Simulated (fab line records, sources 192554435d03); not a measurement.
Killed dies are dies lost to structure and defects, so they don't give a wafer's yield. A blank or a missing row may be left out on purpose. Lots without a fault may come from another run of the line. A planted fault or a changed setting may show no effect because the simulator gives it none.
Which tool did it? | flow n5_finfet | 9 lots, 27 wafers sampled, at 3 steps of a route of 1938

WHAT THE GAUGES READ, wafer by wafer
N5_ZERO_LAYER_INSPECT_20: inspects for defects (darkfield).
lot  | measured    | on                | raw_defect_count
L782 | day 1 19:16 | defect_inspect-01 | 27 21 24
L783 | day 2 01:42 | defect_inspect-02 | 14 19 45
L786 | day 2 19:25 | defect_inspect-02 | 325 373 348
L787 | day 3 02:27 | defect_inspect-02 | 374 364 320
L795 | day 5 02:01 | defect_inspect-02 | 43 24 68
L800 | day 6 07:23 | defect_inspect-02 | 35 28 23
L801 | day 6 13:20 | defect_inspect-01 | 72 33 68
L802 | day 6 19:15 | defect_inspect-01 | 25 26 29
L804 | day 7 08:54 | defect_inspect-02 | 42 56 32

WHICH TOOL RAN EACH LOT (tool, then ch and the chambers of the sampled wafers, then the start)
lot  | N5_ZERO_LAYER_PRECLEAN_00          | N5_ZERO_LAYER_PECVD_02
L782 | wet_bench-04 ch 1,3,6, day 1 18:04 | pecvd-03 ch 1,2, day 1 18:17
L783 | wet_bench-04 ch 0,4,6, day 2 00:04 | pecvd-03 ch 1, day 2 00:17
L786 | wet_bench-04 ch 3,4,5, day 2 18:04 | pecvd-04 ch 0,1, day 2 18:17
L787 | wet_bench-04 ch 1,4,6, day 3 00:04 | pecvd-03 ch 0, day 3 00:17
L795 | wet_bench-03 ch 1,5,6, day 5 00:04 | pecvd-01 ch 0,2, day 5 00:18
L800 | wet_bench-04 ch 0,5,7, day 6 06:04 | pecvd-03 ch 0,2, day 6 06:17
L801 | wet_bench-04 ch 2,3,6, day 6 12:04 | pecvd-04 ch 0,1,2, day 6 12:17
L802 | wet_bench-04 ch 0,1,7, day 6 18:04 | pecvd-04 ch 0,1,2, day 6 18:17
L804 | wet_bench-02 ch 0,2,4, day 7 06:04 | pecvd-04 ch 0,1,2, day 7 06:17
- N5_ZERO_LAYER_PRECLEAN_00: cleans in SPM, time 600 s.
- N5_ZERO_LAYER_PECVD_02: deposits SiO2 from SiH4/N2O, target thk 10 nm, time 6 s.

THE ANSWER, worked out from the rows above alone
Rule: what is usual is taken from the lots themselves. Put in order of their means at a reading, lots are off if they are a third of the lots or fewer, leave a main group of 4 or more, and stand apart from it by a gap of 3 or more times the standard deviation of the main group's means; of several such gaps the widest counts. A main group whose means are all the same, to the digits that the tables above print for the reading, isn't used. A lot without any number at a reading at which 4 lots or more have one is off too. The other lots that the step has rows for count as sound.
Off: L786, L787, at N5_ZERO_LAYER_INSPECT_20 (raw_defect_count). The main group: mean 36, standard deviation 12.
A tool fits if, at a process step before that reading, it ran every lot that is off, and no sound lot after the first of them. The gauges at N5_ZERO_LAYER_INSPECT_20 are tried like those tools. None of those tried fits.

WHAT THE SIMULATOR HAD PUT IN
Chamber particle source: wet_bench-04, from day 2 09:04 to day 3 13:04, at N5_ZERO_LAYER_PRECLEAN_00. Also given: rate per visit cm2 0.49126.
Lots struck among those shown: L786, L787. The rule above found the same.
